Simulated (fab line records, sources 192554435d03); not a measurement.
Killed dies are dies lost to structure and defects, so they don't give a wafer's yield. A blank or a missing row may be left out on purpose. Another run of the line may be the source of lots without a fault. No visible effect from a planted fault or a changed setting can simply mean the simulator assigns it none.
fab line records | flow n5-finfet
record lots=6 wafers=16 last-day=17
route steps=1938 shown FIN_CUT@171 STI_FIN_REVEAL@183 PASSIVATION@1936
lots untouched by any fault: they come from a run of this same line in which no faults occurred
start-h: the number of hours between the record's first day and the start of the first shown wafer of the lot | wait-h: how many hours have passed since the lot's step before this one | " identical to the entry in the row above | L1.1+2: one row covering several wafers at once | - no value, or no start given | * or withheld: withheld | < > ~ a bound
route shown NAME@n: NAME is a module with steps in the file, n the number in the route of the first one | usual: mean/standard deviation of fault-free wafers | same: alike in all rows | chamber/n: place in a boat | sites: readings site by site | _std_site: how widely they spread, as a standard deviation | _edge_site: inner sites' mean taken away from outer sites' mean | radius-mm: for every site, how far away it sits from the centre of the wafer | mask NAME#n: copy n | behind: the last tool/chamber to shape the wafer | hold: why the lot went on hold/how many hours it stayed there/how the hold came to an end | device: names the non-switching transistor (n, p or np) | end of line: at the end of the route, the tests of the same wafers | a step given without rows: its recipe and nothing more | killed: at the first sort, the dies lost to defects and structure; wafer yield is something else | map: per-die view of a wafer (x killed, . not killed, _ where there is no die)
set.NAME: the setting as run; set.NAME@STEP: as run at that earlier step | model.NAME: the simulator's own value behind a step, which no gauge read
a table for each step, a row for each wafer; lots at some steps of the route
services: from which hour (start-h, from the record's first day; less than 0 if before it) a tool's chamber was out of use, for how many hours, and why
## steps
# step N5_FIN_CUT_STRIP_31
# recipe chemistry=N2/H2 temp-c=40 n2-flow-sccm=200 h2-flow-sccm=200 rf-frequency-hz=6e+07
# step N5_FIN_CUT_STRIP_24
# recipe chemistry=CF4 resist=SiARC power-w=300 bias-power-w=75 pressure-mtorr=50 cf4-flow-sccm=150 rf-frequency-hz=6e+07
# usual chamber-pressure-mTorr=49.99/0.048 drypump-motor-current-A=5.6/0.36 oes-product-au=0.78/0.092 rf-vpp-V=271.9/1.3 showerhead-plenum-p-Torr=1.84/0.047 throttle-valve-pct=13.54/0.21
# columns lot.wafer tool chamber start-h wait-h chamber-pressure-mTorr drypump-motor-current-A oes-product-au rf-hours-counter-h rf-vpp-V showerhead-plenum-p-Torr throttle-valve-pct
L768.4 rie-diel-04 0 33.79 0.0 50.05 5.4 0.78 122 273.2 1.88 13.60
L768.5 " 1 " " 49.98 4.9 0.77 - 272.4 1.85 13.21
L768.6 " 2 " " 50.10 6.0 0.70 - 271.6 1.83 13.88
L776.2 rie-diel-01 3 80.89 0.0 49.94 6.2 0.70 231 271.1 1.76 13.54
L776.3 " 0 " " 49.98 5.6 0.71 208 270.7 1.79 13.80
L777.2 rie-diel-05 0 90.56 0.0 50.02 5.0 0.72 184 271.1 1.85 13.43
L777.4 " 2 " " 50.00 5.7 0.68 248 271.3 1.84 13.80
L777.5 " 0 " " 49.88 5.0 0.72 - 272.2 1.85 13.44
L778.2 rie-diel-01 2 95.08 0.0 49.96 5.8 0.92 12 270.2 1.78 13.59
L778.4 " 1 " " 49.95 5.7 0.89 31 273.3 1.93 13.56
L788.3 rie-diel-05 0 154.55 0.0 49.95 5.0 0.71 204 271.4 1.84 13.49
L788.5 " 0 " " 49.97 5.0 0.71 - 271.9 1.84 13.48
L788.6 " 1 " " 49.93 5.6 0.87 - 274.0 1.83 13.34
L790.1 rie-diel-01 3 165.59 0.0 49.97 6.2 0.96 1 270.7 1.75 13.03
L790.3 " 0 " " 49.93 5.6 0.69 237 270.2 1.78 13.87
L790.4 " 2 " " 50.01 5.8 0.87 36 269.1 1.77 13.64
# step N5_FIN_CUT_CUT_ETCH_26
# recipe chemistry=CH3F/O2 target=SiNx target-depth-a=390 mask-material=SOC time-s=55.7 pressure-mtorr=30 source-w=395 bias-w=73 Ar_flow_sccm=150 CH3F_flow_sccm=30 O2_flow_sccm=20 ion-energy-ev=120
# usual O2_flow_sccm=20.00/0.059 chamber-pressure-mTorr=30.001/0.025 drypump-motor-current-A=5.6/0.36 oes-product-au=0.79/0.095 rf-vpp-V=297/6.1 showerhead-plenum-p-Torr=2.05/0.046 throttle-valve-pct=16.30/0.2
# columns lot.wafer tool chamber start-h wait-h O2_flow_sccm chamber-pressure-mTorr drypump-motor-current-A oes-product-au rf-hours-counter-h rf-vpp-V showerhead-plenum-p-Torr throttle-valve-pct
L768.4 rie-diel-04 0 33.81 0.0 19.93 29.990 5.5 0.78 122 295 2.09 16.29
L768.5 " 1 " " 20.11 30.029 5.0 0.80 - 302 2.07 15.96
L768.6 " 2 " " 19.95 30.005 6.0 0.70 - 293 2.05 16.64
L776.2 rie-diel-01 3 80.91 0.0 19.98 30.048 6.2 0.68 231 288 1.99 16.40
L776.3 " 0 " " 19.96 29.996 5.6 0.70 208 292 1.98 16.48
L777.2 rie-diel-05 0 90.58 0.0 20.01 29.996 5.0 0.74 184 294 2.09 16.30
L777.4 " 2 " " 19.92 29.949 5.7 0.67 248 307 2.04 16.46
L777.5 " 0 " " 20.03 30.034 5.0 0.74 - 293 2.09 16.28
L778.2 rie-diel-01 2 95.10 0.0 20.00 30.028 5.8 0.93 12 297 1.97 16.42
L778.4 " 1 " " 20.00 29.955 5.7 0.89 31 302 2.12 16.21
L788.3 rie-diel-05 0 154.57 0.0 19.95 29.992 5.0 0.73 204 296 2.08 16.32
L788.5 " 0 " " 19.99 30.007 5.0 0.73 - 294 2.08 16.33
L788.6 " 1 " " 20.01 29.983 5.6 0.88 - 291 2.06 16.24
L790.1 rie-diel-01 3 165.61 0.0 20.09 30.014 6.2 0.97 1 286 1.98 16.02
L790.3 " 0 " " 20.10 30.008 5.6 0.68 237 291 1.97 16.54
L790.4 " 2 " " 19.99 30.036 5.8 0.89 36 299 1.97 16.48
# step N5_FIN_CUT_CUT_ETCH_27
# recipe chemistry=CHF3/O2 target=SiO2 target-depth-a=40 mask-material=SOC overetch-a=20 time-s=4.9 pressure-mtorr=30 source-w=650 bias-w=170 Ar_flow_sccm=200 CHF3_flow_sccm=50 O2_flow_sccm=5 ion-energy-ev=200
# usual O2_flow_sccm=4.998/0.014 chamber-pressure-mTorr=30.00/0.031 drypump-motor-current-A=5.6/0.36 oes-product-au=0.63/0.074 rf-vpp-V=523/11 showerhead-plenum-p-Torr=2.47/0.054 throttle-valve-pct=18.77/0.19
# columns lot.wafer tool chamber start-h wait-h O2_flow_sccm chamber-pressure-mTorr drypump-motor-current-A oes-product-au rf-hours-counter-h rf-vpp-V showerhead-plenum-p-Torr throttle-valve-pct
L768.4 rie-diel-04 0 33.85 0.0 5.018 30.05 5.4 0.63 122 521 2.52 18.77
L768.5 " 1 " " 5.017 29.95 5.0 0.62 - 534 2.50 18.45
L768.6 " 2 " " 5.018 30.04 6.0 0.55 - 514 2.47 19.08
L776.2 rie-diel-01 3 80.95 0.0 5.003 29.99 6.2 0.55 231 506 2.40 18.84
L776.3 " 0 " " 4.997 30.03 5.6 0.56 208 513 2.39 18.93
L777.2 rie-diel-05 0 90.62 0.0 4.982 30.01 5.0 0.58 184 517 2.51 18.75
L777.4 " 2 " " 4.997 30.02 5.7 0.54 248 541 2.45 18.83
L777.5 " 0 " " 5.002 29.95 5.0 0.58 - 516 2.51 18.76
L778.2 rie-diel-01 2 95.14 0.0 4.980 30.01 5.8 0.73 13 525 2.38 18.97
L778.4 " 1 " " 5.018 30.00 5.7 0.70 31 531 2.54 18.69
L788.3 rie-diel-05 0 154.62 0.0 4.988 30.00 5.0 0.56 204 516 2.50 18.79
L788.5 " 0 " " 4.979 29.96 5.0 0.56 - 517 2.50 18.80
L788.6 " 1 " " 5.006 29.99 5.6 0.70 - 515 2.47 18.72
L790.1 rie-diel-01 3 165.65 0.0 4.994 29.99 6.2 0.78 1 505 2.39 18.49
L790.3 " 0 " " 5.002 30.00 5.6 0.55 237 514 2.38 18.97
L790.4 " 2 " " 4.984 30.00 5.8 0.69 36 525 2.37 19.00
# step N5_FIN_CUT_PRECLEAN_35
# recipe time-s=13.3 temp-c=45 pressure-torr=125 p-hf-torr=3 p-coreactant-torr=25 chemistry=vHF
# step N5_FIN_CUT_CUT_ETCH_15
# recipe chemistry=HBr/Cl2/O2 target=Si target-depth-a=1000 bt-time-s=10 mask-material=SOC time-s=42.4 ion-energy-ev=* bias-w=* pressure-mtorr=10 icp-w=800 HBr_flow_sccm=150 Cl2_flow_sccm=80 O2_flow_sccm=12
# step N5_FIN_CUT_CUT_ETCH_28
# recipe chemistry=HBr/Cl2/O2 target=Si target-depth-a=60 mask-material=SOC time-s=2.4 ion-energy-ev=* bias-w=* pressure-mtorr=10 icp-w=800 HBr_flow_sccm=150 Cl2_flow_sccm=80 O2_flow_sccm=12
# usual O2_flow_sccm=12.00/0.035 chamber-pressure-mTorr=10.001/0.0084 drypump-motor-current-A=5.7/0.31 he-backside-leak-sccm=2.7/0.3 oes-product-au=1.003/0.013 throttle-valve-pct=37.0/0.46
# columns lot.wafer tool chamber start-h wait-h O2_flow_sccm chamber-pressure-mTorr drypump-motor-current-A he-backside-leak-sccm oes-product-au rf-hours-counter-h throttle-valve-pct
L768.4 rie-si-05 2 34.06 0.0 11.97 10.009 5.5 2.6 0.999 18 36.5
L768.5 " 1 " " 12.00 10.012 6.0 3.1 0.994 - 36.9
L768.6 " 2 " " 11.93 10.002 5.4 2.8 1.013 - 36.5
L776.2 rie-si-05 1 81.16 0.0 11.98 9.995 5.9 3.1 0.984 135 36.9
L776.3 " 2 " " 12.02 10.018 5.4 2.7 1.002 19 36.5
L777.2 rie-si-01 1 90.83 0.0 12.03 9.993 5.9 2.7 0.984 172 36.3
L777.4 " 0 " " 11.95 9.989 5.2 3.0 1.011 8 37.2
L777.5 " 2 " " 12.01 9.992 5.7 2.6 0.975 - 37.3
L778.2 rie-si-01 2 95.35 0.0 12.05 10.009 5.7 2.3 0.974 12 37.3
L778.4 " 1 " " 12.02 9.999 6.0 4.3 0.995 172 36.3
L788.3 rie-si-05 2 154.82 0.0 12.02 10.017 5.4 2.8 1.010 20 36.5
L788.5 " 3 " " 11.92 10.000 5.0 2.4 0.991 - 37.8
L788.6 " 2 " " 12.00 9.994 5.4 2.9 1.008 - 36.5
L790.1 rie-si-01 1 165.85 0.0 11.94 10.005 5.9 2.5 0.991 173 36.3
L790.3 " 2 " " 12.02 10.005 5.7 2.6 0.972 13 37.3
L790.4 " 0 " " 11.98 9.996 5.2 2.9 1.008 10 37.2
# step N5_FIN_CUT_STRIP_22
# recipe chemistry=N2/H2 power-w=500 temp-c=40 pressure-mtorr=50 rf-frequency-hz=6e+07 overash-fraction=0.3 bias-power-w=8 h2-frac=0.5 n2-flow-sccm=300 h2-flow-sccm=300
# usual chamber-pressure-mTorr=50.00/0.13 drypump-motor-current-A=5.6/0.36 h2-flow-sccm=300.0/0.98 oes-product-au=0.78/0.097 rf-vpp-V=54.5/2.3 showerhead-plenum-p-Torr=3.43/0.074 throttle-valve-pct=18.7/0.35
# columns lot.wafer tool chamber start-h wait-h chamber-pressure-mTorr drypump-motor-current-A h2-flow-sccm oes-product-au rf-hours-counter-h rf-vpp-V showerhead-plenum-p-Torr throttle-valve-pct
L768.4 rie-diel-01 3 34.14 0.1 49.57 6.2 298.9 0.69 - 54.9 3.34 19.0
L768.5 " 1 " " 49.86 5.7 300.1 0.95 - 56.2 3.58 19.3
L768.6 " 0 " " 50.08 5.7 300.5 0.72 - 51.4 3.31 18.4
L776.2 rie-diel-05 3 81.22 0.0 49.94 5.8 299.7 0.72 226 54.7 3.43 18.3
L776.3 " 1 " " 50.00 5.6 301.1 0.94 10 53.3 3.43 18.9
L777.2 rie-diel-04 3 90.89 0.0 50.03 6.1 298.1 0.85 85 54.5 3.36 18.0
L777.4 " 1 " " 49.98 4.9 301.0 0.77 134 53.9 3.53 18.7
L777.5 " 3 " " 49.97 6.1 299.3 0.86 - 55.3 3.36 18.0
L778.2 rie-diel-05 0 95.41 0.0 49.94 5.0 300.6 0.71 185 56.6 3.48 18.9
L778.4 " 1 " " 49.89 5.6 299.5 0.95 14 55.2 3.43 19.0
L788.3 rie-diel-01 1 154.89 0.0 49.94 5.7 299.6 0.88 51 55.0 3.56 19.3
L788.5 " 2 " " 49.93 5.8 300.2 0.91 - 55.1 3.28 18.8
L788.6 " 0 " " 50.02 5.6 301.2 0.69 - 49.4 3.29 18.5
L790.1 rie-diel-04 3 165.92 0.0 50.21 6.1 299.7 0.83 107 54.4 3.35 18.0
L790.3 " 1 " " 50.01 4.9 298.7 0.76 160 57.3 3.52 18.7
L790.4 " 2 " " 50.03 6.0 300.1 0.70 250 50.6 3.42 19.0
# step N5_FIN_CUT_PRECLEAN_36
# recipe chemistry=O3/DIW time-s=60 temp-c=22 o3-ppm=10
# step N5_FIN_CUT_SRD_32
# recipe dry=ipa-marangoni time-s=30 temp-c=23 rinse-liquid=diw
# step N5_FIN_CUT_UV_OZONE_34
# recipe time-s=120 pressure-torr=760 temp-c=25
# step N5_FIN_CUT_INSPECT_17
# recipe inspect-instrument=brightfield mode=aei
# usual raw-defect-count=242/72
# columns lot.wafer tool chamber start-h wait-h raw-defect-count
L768.4 defect-inspect-02 - 34.29 0.0 226
L768.5 " - " " 277
L768.6 " - " " 155
L776.2 defect-inspect-02 - 81.38 0.0 228
L776.3 " - " " 204
L777.2 defect-inspect-01 - 91.06 0.0 190
L777.4 " - " " 218
L777.5 " - " " 222
L778.2 defect-inspect-02 - 95.59 0.0 307
L778.4 " - " " 177
L788.3 defect-inspect-01 - 155.06 0.0 295
L788.5 " - " " 298
L788.6 " - " " 527
L790.1 defect-inspect-02 - 166.08 0.0 207
L790.3 " - " " 122
L790.4 " - " " 237
# step N5_STI_FIN_REVEAL_ALD_00
# recipe material=SiO2 target-thk-a=10 temp-c=300 ald-precursor-family=BDEAS ald-co-reactant=O2-plasma pulse-time-s=1 pressure-torr=2
# usual heater-power-outer-w=265/26 heater-power-w=464/54 precursor-pulse-height-rel=0.997/0.02
# columns lot.wafer tool chamber start-h wait-h heater-power-outer-w heater-power-w precursor-pulse-height-rel model.SiO2_of_STI_FIN_REVEAL_ALD_00.thk-nm
L768.4 ald-sin-01 3 35.03 0.7 251 423 0.984 1
L768.5 " 3 " " 249 442 0.969 1
L768.6 " 0 " " 228 372 1.033 1
L776.2 ald-sin-01 2 81.52 0.1 277 466 0.980 1.4
L776.3 " 1 " " 258 469 0.978 1
L777.2 ald-sin-04 0 93.00 1.9 252 450 1.001 1
L777.4 " 1 " " 260 469 1.012 1
L777.5 " 0 " " 255 453 0.999 1
L778.2 ald-sin-01 1 96.46 0.9 259 464 0.963 1.4
L778.4 " 0 " " 230 375 0.995 1
L788.3 ald-sin-01 0 155.09 0.0 228 376 1.000 1
L788.5 " 1 " " 263 465 0.989 1
L788.6 " 2 " " 276 457 1.012 1
L790.1 ald-sin-04 0 166.64 0.6 251 444 0.992 1
L790.3 " 2 " " 284 494 0.998 1
L790.4 " 1 " " 263 460 0.997 1
# step N5_STI_FIN_REVEAL_ALD_14
# recipe material=Si3N4 target-thk-a=30 temp-c=400 ald-precursor-family=SiH2I2 ald-co-reactant=N2/H2-plasma pressure-torr=2
# step N5_PASSIVATION_PROBE_49
# usual killed_at_M0_to_M3=34/8.9 killed_at_M4_up=13/4.6 killed-at-contacts=12/5.5 killed-at-front-end=41/11 killed-at-other=3.1/2.9 killed-dies=102/16 killed-on-rim=13/4.2 killed-open=66/11 killed-short=34/7.6
# same gross-dies=1180 killed-at-back-side=0
# columns lot.wafer tool chamber start-h wait-h killed_at_M0_to_M3 killed_at_M4_up killed-at-contacts killed-at-front-end killed-at-other killed-dies killed-on-rim killed-open killed-short
L778.4 prober-01 - 326.51 0.2 42 5 9 63 1 120 16 76 44
L776.2 prober-02 - 332.74 0.1 44 14 5 39 8 110 16 79 30
L776.3 prober-02 - 332.79 0.1 34 10 14 49 3 110 12 72 37
# killed by level:class
L778.4 FIN_SAQP:geometric-particle:open=18 STI_FIN_REVEAL:geometric-particle:open=12 BEOL_M2:geometric-particle:open=11 BEOL_M0_SAQP:geometric-particle:short=10 BEOL_M0_SAQP:geometric-particle:open=9 FIN_SAQP:geometric-particle:short=6 MOL_CONTACT_COAG:geometric-particle:open=6 BEOL_M0:geometric-particle:open=6
L776.2 BEOL_M3:geometric-particle:open=15 FIN_SAQP:geometric-particle:open=13 STI_FIN_REVEAL:geometric-particle:open=9 BEOL_M3:geometric-particle:short=8 BEOL_M1:geometric-particle:open=6 BEOL_M4:geometric-particle:open=6 BEOL_M0_SAQP:geometric-particle:short=5 BEOL_M2:geometric-particle:open=5
L776.3 FIN_SAQP:geometric-particle:open=17 MOL_CONTACT_COAG:geometric-particle:open=10 FIN_SAQP:geometric-particle:short=9 STI_FIN_REVEAL:geometric-particle:open=9 BEOL_M1:geometric-particle:open=9 BEOL_M3:geometric-particle:open=8 BEOL_M0_SAQP:geometric-particle:open=6 BEOL_M4:geometric-particle:open=5
## services
# columns tool chamber start-h hours kind
ald-sin-01 0 17.00 4.3 repair
ald-sin-01 - 21.92 6.1 pm
rie-diel-01 2 32.05 - clean
rie-diel-01 2 32.05 - consumable-replace:focus-ring
rie-diel-01 2 32.05 16.7 scheduled-down
ald-sin-01 - 39.01 4.3 pm
rie-diel-05 - 42.56 2.8 pm
rie-diel-04 3 44.36 6.6 repair
rie-si-05 1 44.73 1.0 repair
rie-diel-05 0 48.06 8.5 repair
rie-si-01 3 50.64 5.8 repair
rie-diel-04 3 51.82 4.5 repair
ald-sin-01 0 57.93 6.9 repair
rie-si-05 3 73.72 4.7 repair
rie-diel-01 2 78.79 3.0 repair
ald-sin-01 2 86.81 36.7 repair
rie-diel-01 - 100.88 0.9 repair
rie-si-05 0 104.16 2.8 repair
ald-sin-04 3 118.43 18.7 repair
rie-si-05 3 127.23 6.0 repair
rie-diel-04 0 135.51 2.6 repair
rie-diel-04 2 137.67 9.0 repair
rie-diel-05 3 154.00 3.5 repair
rie-diel-04 - 156.29 1.1 repair
## key
first-sign none at tools or gauges
model-effect step=N5_STI_FIN_REVEAL_ALD_00 value=SiO2_of_STI_FIN_REVEAL_ALD_00.thk-nm without=1 struck=1.4
met-at N5_STI_FIN_REVEAL_ALD_00
struck-wafers L776.2,L778.2
tester-left-out L776,L778
onset-between 35.03 81.52
fault kind=process-parameter-drift tool=ald-sin-01 chamber=- onset-h=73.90 steps=N5_STI_FIN_REVEAL_ALD_00 channel=target-thk-a offset=* shape=step end-h=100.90 scope=struck-wafers-only acts-in=* stated=*
# tester-left-out: of these lots the tester's yield and bins aren't shown, on N5 and GAA mostly nor the transistor test; their killed dies are dies lost to structure and defects alone, not to doping, threshold or leakage, so they don't give the yield
